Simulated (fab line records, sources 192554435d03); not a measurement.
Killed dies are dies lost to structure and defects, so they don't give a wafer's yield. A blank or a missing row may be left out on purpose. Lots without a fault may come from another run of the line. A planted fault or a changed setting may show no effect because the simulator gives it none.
fab line records | flow n5_finfet
record lots=10 wafers=30 last_day=17
route steps=1938 shown BEOL_M5@1157
lots that met no fault: from a run of the same line without faults
start_h: hours from the record's first day to the start of the lot's first wafer shown | wait_h: hours since the lot's step before | " the same as in the row above | L1.1+2: a row that stands for several wafers | - no value, or no start given | * or withheld: withheld | < > ~ a bound
route shown NAME@n: a module of which the file shows steps, and the number in the route of the first | usual: mean/standard deviation of fault-free wafers | same: alike in all rows | chamber/n: place in a boat | sites: the reading at each site | _std_site: their standard deviation | _edge_site: outer sites' mean less inner sites' | radius_mm: how far each site lies from the wafer's centre | mask NAME#n: copy n | behind: the tool/chamber that last shaped the wafer | hold: why the lot was held/for how many hours/how that ended | device: the transistor (n, p or np) that didn't switch | end of line: the same wafers' tests at the end of the route | a step without rows: its recipe alone | killed: dies lost to structure and defects at the first sort, not the wafer's yield | map: a wafer's dies, x killed, . not, _ none there
set.NAME: the setting as run; set.NAME@STEP: as run at that earlier step | model.NAME: the simulator's own value behind a step, which no gauge read
steps of the route over a sample of lots; a table a step, a row a wafer
services: from which hour (start_h, from the record's first day; less than 0 if before it) a tool's chamber was out of use, for how many hours, and why
## steps
# step N5_BEOL_M5_VIA_ETCH_34
# recipe chemistry=C4F6/O2 target=SiCOH_lowk target_depth_a=883 mask_material=SOC taper_deg=4 time_s=39.2 ion_energy_ev=250 pressure_mtorr=30 source_w=345 bias_w=185 Ar_flow_sccm=300 C4F6_flow_sccm=10 O2_flow_sccm=10
# usual chamber_pressure_mTorr=30.002/0.028 drypump_motor_current_A=5.4/0.49 oes_product_au=0.81/0.1 rf_vpp_V=660/11 showerhead_plenum_p_Torr=2.87/0.097 throttle_valve_pct=20.80/0.24
# columns lot.wafer tool chamber start_h wait_h chamber_pressure_mTorr drypump_motor_current_A oes_product_au rf_hours_counter_h rf_vpp_V showerhead_plenum_p_Torr throttle_valve_pct
L823.1 rie_diel-02 3 173.41 0.0 29.991 4.9 0.88 38 657 2.79 20.92
L823.4 " 0 " " 29.992 6.5 0.68 246 640 2.92 20.73
L823.6 " 2 " " 30.022 5.1 0.71 - 681 2.84 20.80
L824.2 rie_diel-04 2 197.45 0.0 30.065 4.7 0.90 30 664 3.04 20.80
L824.3 " 3 " " 29.974 5.9 0.69 221 662 2.68 21.10
L824.5 " 2 " " 29.995 4.7 0.90 - 665 3.03 20.78
L831.1 rie_diel-01 0 226.71 0.0 30.016 5.3 0.83 92 667 2.98 20.83
L831.2 " 3 " " 30.045 5.7 0.70 208 644 2.93 20.84
L831.3 " 2 " " 29.916 5.5 0.70 192 652 2.84 21.08
L832.1 rie_diel-04 1 235.12 0.0 30.005 5.1 0.96 12 665 2.90 20.48
L832.2 " 2 " " 30.042 4.7 0.88 41 666 3.03 20.80
L832.3 " 3 " " 29.992 5.9 0.69 232 662 2.67 21.12
L834.1 rie_diel-02 1 253.67 0.0 29.989 5.6 0.72 184 659 2.95 21.11
L834.5 " 3 " " 30.021 5.0 0.84 - 654 2.77 20.93
L834.6 " 0 " " 30.043 6.5 0.93 - 638 2.91 20.31
L838.1 rie_diel-04 3 269.60 0.0 29.988 5.9 0.69 242 662 2.67 21.15
L838.2 " 1 " " 30.034 5.1 0.95 22 663 2.90 20.50
L838.6 " 2 " " 30.061 4.8 0.87 - 666 3.03 20.82
L839.1 rie_diel-04 3 272.76 0.0 29.989 5.9 0.68 242 661 2.67 21.14
L839.2 " 0 " " 30.008 5.4 0.89 43 664 2.78 20.70
L839.4 " 1 " " 29.985 5.1 0.94 23 663 2.90 20.48
L841.3 rie_diel-01 1 288.75 0.0 29.950 6.0 0.93 33 674 2.79 20.40
L841.4 " 0 " " 29.999 5.3 0.80 110 666 2.97 20.85
L841.5 " 3 " " 29.940 5.7 0.68 - 645 2.92 20.87
L842.1 rie_diel-01 2 295.29 0.0 30.009 5.4 0.69 214 653 2.83 21.10
L842.2 " 0 " " 30.001 5.3 0.80 112 667 2.97 20.85
L842.6 " 0 " " 30.028 5.3 0.80 - 666 2.97 20.85
L843.1 rie_diel-04 0 313.42 0.0 30.041 5.4 0.87 56 666 2.77 20.70
L843.2 " 2 " " 30.025 4.7 0.84 65 663 3.02 20.85
L843.5 " 2 " " 30.068 4.7 0.85 - 664 3.02 20.82
# step N5_BEOL_M5_STRIP_36
# recipe chemistry=N2/H2 power_w=450 temp_c=40 pressure_mtorr=20 rf_frequency_hz=6e+07 overash_fraction=0.3 bias_power_w=7 h2_frac=0.5 n2_flow_sccm=200 h2_flow_sccm=200
# usual chamber_pressure_mTorr=20.00/0.033 drypump_motor_current_A=5.4/0.49 oes_product_au=0.81/0.097 rf_vpp_V=59.5/1.3 showerhead_plenum_p_Torr=2.56/0.088 throttle_valve_pct=23.55/0.28
# columns lot.wafer tool chamber start_h wait_h chamber_pressure_mTorr drypump_motor_current_A oes_product_au rf_hours_counter_h rf_vpp_V showerhead_plenum_p_Torr throttle_valve_pct
L823.1 rie_diel-02 3 173.45 0.0 19.99 5.0 0.87 38 59.9 2.48 23.88
L823.4 " 0 " " 20.03 6.5 0.69 246 60.0 2.61 23.71
L823.6 " 2 " " 20.01 5.1 0.72 - 57.9 2.53 23.63
L824.2 rie_diel-04 2 197.50 0.0 20.02 4.7 0.90 30 60.9 2.71 23.60
L824.3 " 3 " " 20.00 6.0 0.69 221 58.2 2.40 23.82
L824.5 " 2 " " 20.01 4.7 0.88 - 58.9 2.71 23.61
L831.1 rie_diel-01 0 226.76 0.0 19.95 5.3 0.81 92 58.3 2.67 23.61
L831.2 " 3 " " 19.98 5.7 0.70 208 59.3 2.61 23.34
L831.3 " 2 " " 20.02 5.4 0.70 192 61.6 2.54 23.92
L832.1 rie_diel-04 1 235.17 0.0 20.01 5.1 0.97 12 62.3 2.60 23.43
L832.2 " 2 " " 19.97 4.7 0.87 41 59.9 2.71 23.59
L832.3 " 3 " " 19.99 5.9 0.68 232 59.1 2.39 23.81
L834.1 rie_diel-02 1 253.71 0.0 19.99 5.6 0.73 184 58.6 2.61 23.45
L834.5 " 3 " " 20.04 4.9 0.84 - 59.2 2.47 23.93
L834.6 " 0 " " 19.97 6.5 0.94 - 60.4 2.60 23.26
L838.1 rie_diel-04 3 269.65 0.0 19.98 6.0 0.67 242 58.2 2.39 23.80
L838.2 " 1 " " 20.03 5.1 0.94 22 61.7 2.60 23.40
L838.6 " 2 " " 19.96 4.8 0.86 - 58.8 2.70 23.63
L839.1 rie_diel-04 3 272.81 0.0 20.02 5.9 0.67 242 58.5 2.39 23.81
L839.2 " 0 " " 20.01 5.4 0.88 43 59.7 2.47 23.42
L839.4 " 1 " " 20.06 5.1 0.93 23 60.0 2.60 23.41
L841.3 rie_diel-01 1 288.79 0.0 19.97 6.0 0.89 33 61.2 2.46 22.83
L841.4 " 0 " " 20.00 5.3 0.79 110 60.3 2.67 23.63
L841.5 " 3 " " 19.92 5.7 0.68 - 59.5 2.60 23.34
L842.1 rie_diel-01 2 295.34 0.0 20.04 5.4 0.70 214 58.7 2.53 23.97
L842.2 " 0 " " 19.95 5.3 0.79 112 61.5 2.66 23.63
L842.6 " 0 " " 19.98 5.3 0.79 - 58.9 2.66 23.60
L843.1 rie_diel-04 0 313.47 0.0 20.03 5.4 0.85 56 57.6 2.47 23.44
L843.2 " 2 " " 19.97 4.7 0.84 65 57.8 2.70 23.61
L843.5 " 2 " " 20.01 4.7 0.83 - 60.1 2.70 23.66
# step N5_BEOL_M5_CVD_47
# recipe material=Co target_thk_a=30 temp_c=withheld precursor=CCTBA/H2 pressure_torr=30 time_s=216
# usual run_length_s=238.8/0.4
# columns lot.wafer tool chamber start_h wait_h run_length_s
L823.1 cvd_co-02 1 174.71 0.1 239.4
L823.4 " 2 " " 238.9
L823.6 " 0 " " 238.3
L824.2 cvd_co-02 1 198.92 0.1 239.5
L824.3 " 0 " " 238.4
L824.5 " 2 " " 238.4
L831.1 cvd_co-01 0 228.23 0.0 238.8
L831.2 " 1 " " 238.5
L831.3 " 2 " " 238.4
L832.1 cvd_co-02 0 237.84 0.3 238.3
L832.2 " 2 " " 238.5
L832.3 " 1 " " 239.4
L834.1 cvd_co-01 1 255.28 0.0 239.0
L834.5 " 2 " " 238.5
L834.6 " 1 " " 238.5
L838.1 cvd_co-01 0 272.92 0.0 239.1
L838.2 " 1 " " 239.3
L838.6 " 2 " " 179.5
L839.1 cvd_co-01 1 274.86 0.1 238.7
L839.2 " 0 " " 238.1
L839.4 " 0 " " 179.5
L841.3 cvd_co-02 1 290.28 0.0 239.0
L841.4 " 1 " " 239.6
L841.5 " 0 " " 238.4
L842.1 cvd_co-02 0 296.43 0.0 238.3
L842.2 " 2 " " 238.5
L842.6 " 2 " " 239.0
L843.1 cvd_co-02 2 315.45 0.0 238.6
L843.2 " 1 " " 238.9
L843.5 " 0 " " 238.6
# step N5_BEOL_M5_SPUTTER_81
# recipe material=Cu target_thk_a=150 temp_c=-20 chamber_pressure_pa=0.07 power_w=withheld time_s=27.62
# usual chuck_gas_flow_sccm=1.27/0.056 throttle_valve_pct=30.3/1.1
# columns lot.wafer tool chamber start_h wait_h chuck_gas_flow_sccm throttle_valve_pct
L823.1 pvd_sputter-01 - 175.99 0.5 1.41 31.0
L823.4 " - " " 1.36 29.4
L823.6 " - " " 1.31 31.0
L824.2 pvd_sputter-03 - 200.16 0.5 1.42 31.9
L824.3 " - " " 1.26 29.3
L824.5 " - " " 1.31 31.8
L831.1 pvd_sputter-03 - 229.49 0.5 1.31 31.8
L831.2 " - " " 1.31 29.3
L831.3 " - " " 1.26 28.2
L832.1 pvd_sputter-02 - 239.09 0.5 1.30 30.2
L832.2 " - " " 1.21 29.1
L832.3 " - " " 1.22 30.0
L834.1 pvd_sputter-01 - 256.57 0.5 1.32 31.6
L834.5 " - " " 1.30 31.2
L834.6 " - " " 1.28 31.2
L838.1 pvd_sputter-01 - 274.20 0.5 1.28 30.8
L838.2 " - " " 1.24 31.2
L838.6 " - " " 1.24 30.8
L839.1 pvd_sputter-03 - 276.23 0.5 1.19 28.4
L839.2 " - " " 1.27 31.9
L839.4 " - " " 1.25 29.0
L841.3 pvd_sputter-03 - 291.52 0.5 1.33 30.3
L841.4 " - " " 1.19 29.1
L841.5 " - " " 1.32 30.4
L842.1 pvd_sputter-02 - 297.67 0.5 1.20 29.1
L842.2 " - " " 1.15 31.4
L842.6 " - " " 1.25 29.0
L843.1 pvd_sputter-01 - 316.85 0.5 1.24 31.4
L843.2 " - " " 1.33 31.0
L843.5 " - " " 1.27 31.5
## services
# columns tool chamber start_h hours kind
rie_diel-01 1 151.64 - clean
rie_diel-01 1 151.64 - consumable_replace:focus_ring
rie_diel-01 1 151.64 17.7 scheduled_down
rie_diel-01 1 151.64 17.7 vent_cycle
cvd_co-01 - 164.81 14.6 pm
rie_diel-04 1 178.16 - clean
rie_diel-04 1 178.16 - consumable_replace:focus_ring
rie_diel-04 1 178.16 17.2 scheduled_down
rie_diel-04 1 178.16 17.2 vent_cycle
rie_diel-02 0 185.57 - clean
rie_diel-02 0 185.57 - consumable_replace:focus_ring
rie_diel-02 0 185.57 15.5 scheduled_down
rie_diel-02 0 185.57 15.5 vent_cycle
rie_diel-01 1 187.31 5.4 repair
cvd_co-01 - 212.47 5.0 repair
rie_diel-02 0 227.10 2.8 repair
rie_diel-02 1 264.14 12.0 repair
pvd_sputter-01 - 290.79 0.8 repair
pvd_sputter-01 - 294.87 7.9 repair
rie_diel-04 3 301.14 - clean
rie_diel-04 3 301.14 - consumable_replace:focus_ring
rie_diel-04 3 301.14 - consumable_replace:showerhead
rie_diel-04 3 301.14 14.8 scheduled_down
rie_diel-04 3 301.14 14.8 vent_cycle
## key
first_sign step=N5_BEOL_M5_CVD_47 reading=run_length_s direction=down sigmas=99+ usual=* struck=*
effect none on later readings
met_at N5_BEOL_M5_CVD_47
struck_lots L838,L839
struck_wafers L838.6,L839.4
not_acting_at N5_BEOL_M5_VIA_ETCH_34,N5_BEOL_M5_STRIP_36,N5_BEOL_M5_SPUTTER_81
onset_between 255.28 272.92
fault kind=process_parameter_drift tool=cvd_co-01 chamber=- onset_h=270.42 steps=N5_BEOL_M5_CVD_47 channel=time_s offset=* shape=step end_h=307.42 scope=struck_wafers_only acts_in=* stated=*
